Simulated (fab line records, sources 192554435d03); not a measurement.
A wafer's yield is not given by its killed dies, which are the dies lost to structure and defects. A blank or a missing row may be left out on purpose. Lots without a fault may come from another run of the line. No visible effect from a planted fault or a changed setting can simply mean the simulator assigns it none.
One fault through the eyes of 2 desks || flow n5-finfet || numbers are kept per desk, each desk with only its own; the story behind them comes last

## THE METROLOGY DESK
Lot by lot, what the gauges showed, no matter which tool ran the lot: averages of those sampled wafers that carry a number. A lot is out of limits, marked OUT, if its mean lies more than 4 standard deviations from the usual mean; the brackets give that distance.
Columns: A = thk-nm at N5_ILD0_THK_MEAS_04, usual 197.2 nm; B = cd-nm at N5_SDB_CD_MEAS_11, usual 49.9 nm
{"lot": "L895", "first seen here": "day 3 12:49", "A": 198.1, "B": 48.9}
{"lot": "L900", "first seen here": "day 4 18:57", "A": 196.8, "B": 48.5}
{"lot": "L901", "first seen here": "day 5 00:26", "A": 198.5, "B": "45.2 (-4.3) OUT"}
{"lot": "L902", "first seen here": "day 5 07:22", "A": 197.6, "B": "45.1 (-4.4) OUT"}
{"lot": "L908", "first seen here": "day 6 22:44", "A": 197.1, "B": 51.7}
{"lot": "L909", "first seen here": "day 7 00:02", "A": 195.6, "B": 50.3}
{"lot": "L911", "first seen here": "day 7 11:59", "A": 196.6, "B": 49.0}
{"lot": "L913", "first seen here": "day 7 23:40", "A": 197.1, "B": 49.6}
{"lot": "L914", "first seen here": "day 8 07:19", "A": 196.7, "B": 49.2}
{"lot": "L916", "first seen here": "day 8 18:48", "A": 199.7, "B": 49.1}
{"lot": "L917", "first seen here": "day 9 01:06", "A": 197.1, "B": 49.4}
{"lot": "L918", "first seen here": "day 9 07:48", "A": 195.8, "B": 49.5}
Finding of this desk: L901, L902 out of limits; the first was L901 at day 5 05:25, on cd-nm at N5_SDB_CD_MEAS_11. L895, L900, L908, L909, L911, L913, L914, L916, L917, L918: within limits.

## THE TOOL OWNER'S DESK: arfi-scanner-01
The tool's own readings at N5_SDB_EXPOSE_08 (exposes mask SDB): means of the sampled wafers that have a number, for each lot that ran on this tool. A lot is out of limits, marked OUT, if its mean lies more than 4 standard deviations from the usual mean; the brackets give that distance.
Columns: A = exposure-dose-mJ-cm2 at N5_SDB_EXPOSE_08, usual 49.55; B = reticle-temp-C at N5_SDB_EXPOSE_08, usual 22.97 C
{"lot": "L895", "first seen here": "day 3 16:45", "A": 49.51, "B": 22.93}
{"lot": "L900", "first seen here": "day 4 22:49", "A": 49.49, "B": 22.94}
{"lot": "L901", "first seen here": "day 5 05:17", "A": "47.38 (-40) OUT", "B": 22.99}
{"lot": "L902", "first seen here": "day 5 11:10", "A": "47.79 (-33) OUT", "B": 23.05}
Finding of this desk: L901, L902 out of limits; the first was L901 at day 5 05:17, on exposure-dose-mJ-cm2 at N5_SDB_EXPOSE_08. L895, L900: within limits.

## TAKEN TOGETHER
At day 5 05:17, on L901, L902, the tool owner's desk was in a position to raise an alarm.
An alarm was possible from the metrology desk at day 5 05:25, on L901, L902.
N5_SDB_EXPOSE_08 was run on arfi-scanner-01 by each of the lots named.

## WHAT WAS PUT IN BY THE SIMULATOR
Process parameters drifting: arfi-scanner-01 at N5_SDB_EXPOSE_08, beginning at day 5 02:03. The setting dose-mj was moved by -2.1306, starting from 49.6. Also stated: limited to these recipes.
Lots struck among those shown: L901, L902.
Delay (hours) between the fault's onset and each desk's first out-of-limits reading: 3 at the tool owner's desk, 3 at the metrology desk.
